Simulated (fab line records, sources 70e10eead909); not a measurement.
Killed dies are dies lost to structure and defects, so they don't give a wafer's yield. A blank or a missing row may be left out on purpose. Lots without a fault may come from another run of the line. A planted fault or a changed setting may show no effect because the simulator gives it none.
A struck lot beside a sound one | flow nand_harc | 14 steps out of a route of 1302
Sound: wafers L838.1, L838.2, L838.3. Struck: wafers L856.1, L856.2, L856.3. The cause comes at the end.
At each step with rows: each side's tool, then ch and its chambers, then its first start. Under that, the readings that differ: sound wafers | struck wafers | difference of the means | sigmas: that difference in standard deviations of wafers without a fault.
alike: readings whose means differ by less than 2 such deviations, and words and numbers that are the same on both sides. not compared: withheld readings, readings that some wafer has no value for, bounds like >300 that may hide the same value, and numbers for which the record gives no deviation and whose values overlap.
The two part at a step that has a row with sigmas, a row that says differs or no value, or rows on one side only. Numbers that don't overlap but have no deviation are shown without sigmas and don't part them. A reading that every wafer of one side lacks parts them only if that side has two wafers or more.

first, 3 steps without rows for these wafers: NHARC_A_STAIRCASE_TRIM_220 (chemistry O2, time 211.2 s); NHARC_A_STAIRCASE_ETCH_221 (etches the open film in C4F8/O2, target depth 100 nm, time 40.5 s); NHARC_A_STAIRCASE_TRIM_222 (chemistry O2, time 211.2 s).
NHARC_A_STAIRCASE_ETCH_223: etches the open film in C4F8/O2, target depth 100 nm, time 40.5 s.
  sound on rie_diel-13 ch 0,2,3; struck on rie_diel-04 ch 0,2,3
  reading                | sound | struck | difference | sigmas
  rf_hours_counter_h (h) | 1 1 1 | 8 8 8  | +7         |
  alike: oes_product_au, rf_fwd_power_W, rf_vpp_V
then, 2 steps without rows for these wafers: NHARC_A_STAIRCASE_TRIM_224 (chemistry O2, time 211.2 s); NHARC_A_STAIRCASE_ETCH_225 (etches the open film in C4F8/O2, target depth 100 nm, time 40.5 s).
NHARC_A_STAIRCASE_TRIM_226: chemistry O2, time 211.2 s.
  sound on rie_diel-13 ch 0,2,3; struck on rie_diel-04 ch 0,1,2
  reading                | sound | struck | difference | sigmas
  rf_hours_counter_h (h) | 1 1 1 | 8 8 8  | +7         |
  alike: drypump_motor_current_A, oes_product_au, rf_vpp_V, showerhead_plenum_p_Torr, throttle_valve_pct
then, 1 step without rows for these wafers: NHARC_A_STAIRCASE_ETCH_227 (etches the open film in C4F8/O2, target depth 100 nm, time 40.5 s).
NHARC_A_STAIRCASE_TRIM_229: chemistry O2, time 211.2 s.
  sound on rie_diel-13 ch 0,1,3, day 15 19:20; struck on rie_diel-08 ch 0,1,3, day 24 05:53
  alike: drypump_motor_current_A, oes_product_au, rf_hours_counter_h, rf_vpp_V, showerhead_plenum_p_Torr, throttle_valve_pct
then, 1 step without rows for these wafers: NHARC_A_STAIRCASE_ETCH_230 (etches the open film in C4F8/O2, target depth 100 nm, time 40.5 s).
NHARC_A_STAIRCASE_TRIM_231: chemistry O2, time 211.2 s.
  sound on rie_diel-13 ch 0,1,2; struck on rie_diel-08 ch 0,1,3
  alike: drypump_motor_current_A, oes_product_au, rf_hours_counter_h, rf_vpp_V, showerhead_plenum_p_Torr, throttle_valve_pct
NHARC_A_STAIRCASE_ETCH_232: etches the open film in C4F8/O2, target depth 100 nm, time 40.5 s.
  sound on rie_diel-13 ch 0,1,2, day 15 19:47; struck on rie_diel-08 ch 0,2,3, day 24 06:17
  reading               | sound             | struck            | difference | sigmas
  oes_product_au (a.u.) | 0.982 0.944 0.939 | 1.226 1.202 1.204 | +0.256     | +17
  rf_fwd_power_W (W)    | 591.1 589.8 593.9 | 832.8 832.3 830.6 | +240.3     | +92
  alike: rf_hours_counter_h, rf_vpp_V
NHARC_A_STAIRCASE_TRIM_233: chemistry O2, time 211.2 s.
  sound on rie_diel-13 ch 0,2,3; struck on rie_diel-08 ch 0,1,3
  alike: drypump_motor_current_A, oes_product_au, rf_hours_counter_h, rf_vpp_V, showerhead_plenum_p_Torr, throttle_valve_pct
-- the record jumps here: 9 days lie between the struck wafers' starts before and after (it left off in module A_STAIRCASE and takes up again in module END, whose first step shown is number 1302 of the route) --
NHARC_END_SORT_01:
  the record has rows for the struck wafers here (prober-02 ch 0, day 32 21:02) and none for the sound ones

WHERE THEY PART
First at NHARC_A_STAIRCASE_ETCH_232; last, within this record, at NHARC_END_SORT_01.

WHY: what the simulator had put in
Process parameter drift: rie_diel-08, from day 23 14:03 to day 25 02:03, at NHARC_A_STAIRCASE_ETCH_232. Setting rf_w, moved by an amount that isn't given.
